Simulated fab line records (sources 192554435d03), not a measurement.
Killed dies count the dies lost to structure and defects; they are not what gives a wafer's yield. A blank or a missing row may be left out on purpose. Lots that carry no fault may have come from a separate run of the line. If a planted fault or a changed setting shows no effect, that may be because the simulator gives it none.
The tool behind it: which one? -- flow n5_finfet -- 9 lots, 24 wafers sampled, at 4 steps of a route of 1938

== WHAT EACH GAUGE READ, for each wafer ==
N5_FIN_SAQP_CD_MEAS_31: the cd target is 8 nm.
lot,measured,on,cd_nm (nm)
L371,day 2 07:05,cd_sem-03,8.01 8.03 7.93
L372,day 2 13:37,cd_sem-01,8.08 7.86 8.35
L373,day 2 20:25,cd_sem-02,8.32 8.87 8.05
L375,day 3 08:23,cd_sem-01,7.97 8.21 8.29
L380,day 4 14:03,cd_sem-01,7.94 8.02
L385,day 5 20:57,cd_sem-03,8.38 7.93
L386,day 6 02:32,cd_sem-03,8.69 8.27 11.30
L388,day 6 15:11,cd_sem-02,11.77 8.23 8.38
L390,day 7 01:47,cd_sem-01,8.52 11.35

== TOOL THAT RAN EACH LOT (tool first, then ch and the chambers of the sampled wafers, then the start) ==
lot,N5_FIN_SAQP_HM_OPEN_73,N5_FIN_SAQP_MANDREL1_REMOVE_56,N5_FIN_SAQP_SPACER2_ALD_28
L371,"rie_diel-04 ch 0,2, day 2 03:41","rie_si-01 ch 0,3, day 2 05:25","ald_sin-01 ch 0,2, day 2 06:33"
L372,"rie_diel-04 ch 1,2,3, day 2 10:16","rie_si-01 ch 0,1,3, day 2 11:58","ald_sin-03 ch 0,1,2, day 2 13:06"
L373,"rie_diel-04 ch 0,2, day 2 16:09","rie_si-02 ch 1,3, day 2 18:38","ald_sin-01 ch 0,2,3, day 2 19:47"
L375,"rie_diel-04 ch 0,1,2, day 3 04:56","rie_si-04 ch 1,2,3, day 3 06:40","ald_sin-04 ch 0,2,3, day 3 07:52"
L380,"rie_diel-02 ch 1,3, day 4 10:41","rie_si-04 ch 0,2, day 4 12:23","ald_sin-04 ch 1, day 4 13:31"
L385,"rie_diel-02 ch 2,3, day 5 17:08","rie_si-01 ch 1,2, day 5 18:55","ald_sin-01 ch 0,1, day 5 20:10"
L386,"rie_diel-01 ch 1,2,3, day 5 23:03","rie_si-04 ch 0,3, day 6 00:44","ald_sin-01 ch 1,2,3, day 6 02:03"
L388,"rie_diel-01 ch 0,3, day 6 11:48","rie_si-04 ch 0,2,3, day 6 13:32","ald_sin-01 ch 2,3, day 6 14:40"
L390,"rie_diel-01 ch 0,3, day 6 22:10","rie_si-01 ch 0,1, day 6 23:50","ald_sin-01 ch 0,1, day 7 01:15"
- N5_FIN_SAQP_HM_OPEN_73: chemistry CHF3/O2, target SiO2, stops on a-Si, target depth 12 nm, time 16.8 s.
- N5_FIN_SAQP_MANDREL1_REMOVE_56: chemistry HBr/Cl2/O2, target a-Si, stops on SiNx, bt time 10 s.
- N5_FIN_SAQP_SPACER2_ALD_28: deposits SiO2, target thk 8.1 nm, pulse time 1 s, purge time 2 s.

== THE ANSWER, worked out from the rows above alone ==
Rule: usual is defined by the lots themselves. Put in order of their means at a reading, lots are off if they are a third of the lots or fewer, leave a main group of 4 or more, and stand apart from it by a gap of 3 or more times the standard deviation of the main group's means; of several such gaps the widest counts. Not used: any main group whose means are identical at the precision the tables above print for the reading. Also off: a lot with no number at a reading for which 4 or more lots have one. Where the step has rows for the other lots, those lots are counted as sound.
Off: L386, L388, L390 (N5_FIN_SAQP_CD_MEAS_31, cd_nm). The main group has a mean of 8.13 nm with a standard deviation of 0.14.
A tool fits if, at a process step before that reading, it ran every lot that is off, and no sound lot after the first of them. The gauges at N5_FIN_SAQP_CD_MEAS_31 are tried like those tools. 2 tools fit, rie_diel-01 at N5_FIN_SAQP_HM_OPEN_73 and ald_sin-01 at N5_FIN_SAQP_SPACER2_ALD_28, so this cannot tell which one it is.

== WHAT THE SIMULATOR PUT IN ==
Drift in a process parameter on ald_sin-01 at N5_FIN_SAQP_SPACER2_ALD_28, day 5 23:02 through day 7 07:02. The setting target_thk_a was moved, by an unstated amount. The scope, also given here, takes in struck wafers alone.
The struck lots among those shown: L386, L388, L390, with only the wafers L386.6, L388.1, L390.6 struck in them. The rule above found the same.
